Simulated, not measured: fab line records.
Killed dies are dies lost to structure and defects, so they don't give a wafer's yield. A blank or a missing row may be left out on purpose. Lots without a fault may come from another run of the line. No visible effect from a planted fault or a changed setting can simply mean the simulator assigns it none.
One fault seen from 3 desks -- flow n5_finfet -- what lay behind the numbers comes last; until then each desk has only its own

== METROLOGY DESK ==
Lot by lot, what the gauges showed, no matter which tool ran the lot: averages of those sampled wafers that carry a number. If a lot's mean is further than 4 standard deviations from the usual mean, the lot is out of limits and carries the mark OUT (the distance appears in the brackets).
Columns: A = cd_nm at N5_BEOL_M8_CD_MEAS_11, usual 38.5 nm; B = M8_OVL at N5_BEOL_M8_OVL_MEAS_12, usual -0.1 nm
lot,first seen here,A,B
L447,day 9 05:02,38.2,0.1
L457,day 12 10:22,38.3,-0.3
L463,day 13 05:10,38.4,0.5
L464,day 13 23:05,38.7,-0.8
L469,day 16 19:22,39.2,-0.6
This desk's finding: nothing out of limits on any of the 5 lots.

== DESK OF THE TOOL OWNER: rie_diel-01 ==
The tool's own readings at N5_BEOL_M8_ETCH_62 (etches SOC in N2/H2, target depth 110 nm, overetch 22 nm, time 165 s): means of the sampled wafers that have a number, for each lot that ran on this tool. If a lot's mean is further than 4 standard deviations from the usual mean, the lot is out of limits and carries the mark OUT (the distance appears in the brackets).
Columns: A = bias_w at N5_BEOL_M8_ETCH_62, usual 150.0 W; B = drypump_motor_current_A at N5_BEOL_M8_ETCH_62, usual 5.6 A; C = oes_product_au at N5_BEOL_M8_ETCH_62, usual 0.66 a.u.; D = rf_vpp_V at N5_BEOL_M8_ETCH_62, usual 524.5 V; E = showerhead_plenum_p_Torr at N5_BEOL_M8_ETCH_62, usual 2.57 Torr; F = throttle_valve_pct at N5_BEOL_M8_ETCH_62, usual 17.83 %
lot,first seen here,A,B,C,D,E,F
L457,day 12 10:33,144.3 (-12) OUT,5.6,0.70,513.1 (-5.4) OUT,2.64,17.87
L469,day 16 19:32,149.8,5.6,0.63,526.2,2.66,17.84
This desk finds L457 out of limits, L457 being first, at day 12 10:33 (bias_w at N5_BEOL_M8_ETCH_62). L469 stayed within limits.

== THE DEFECT DESK ==
Lot by lot, what the route's inspections counted, given as the mean of those sampled wafers with a number. If a lot's mean is further than 4 standard deviations from the usual mean, the lot is out of limits and carries the mark OUT (the distance appears in the brackets).
Columns: A = raw_defect_count at N5_BEOL_M8_INSPECT_13, usual 428
lot,first seen here,A
L447,day 9 05:05,471
L457,day 12 10:25,477
L463,day 13 05:14,466
L464,day 13 23:08,343
L469,day 16 19:25,342
This desk's finding: nothing out of limits on any of the 5 lots.

== ALL TOGETHER ==
On L457, at day 12 10:33, an alarm was possible from the tool owner's desk.
The metrology desk saw nothing out of limits.
No out-of-limits result turned up at the defect desk.
The metrology desk holds a record of L457, inside its limits.
The defect desk has L457 on record, within its limits.
On rie_diel-01, each named lot ran N5_BEOL_M8_ETCH_62.

== WHAT THE SIMULATOR HAD PUT IN ==
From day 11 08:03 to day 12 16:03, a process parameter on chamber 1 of rie_diel-01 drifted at N5_BEOL_M8_ETCH_62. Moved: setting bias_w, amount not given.
Shown lots that were struck: L457.
How many hours passed from the start of the fault until each desk's first out-of-limits reading: the tool owner's desk, 26.
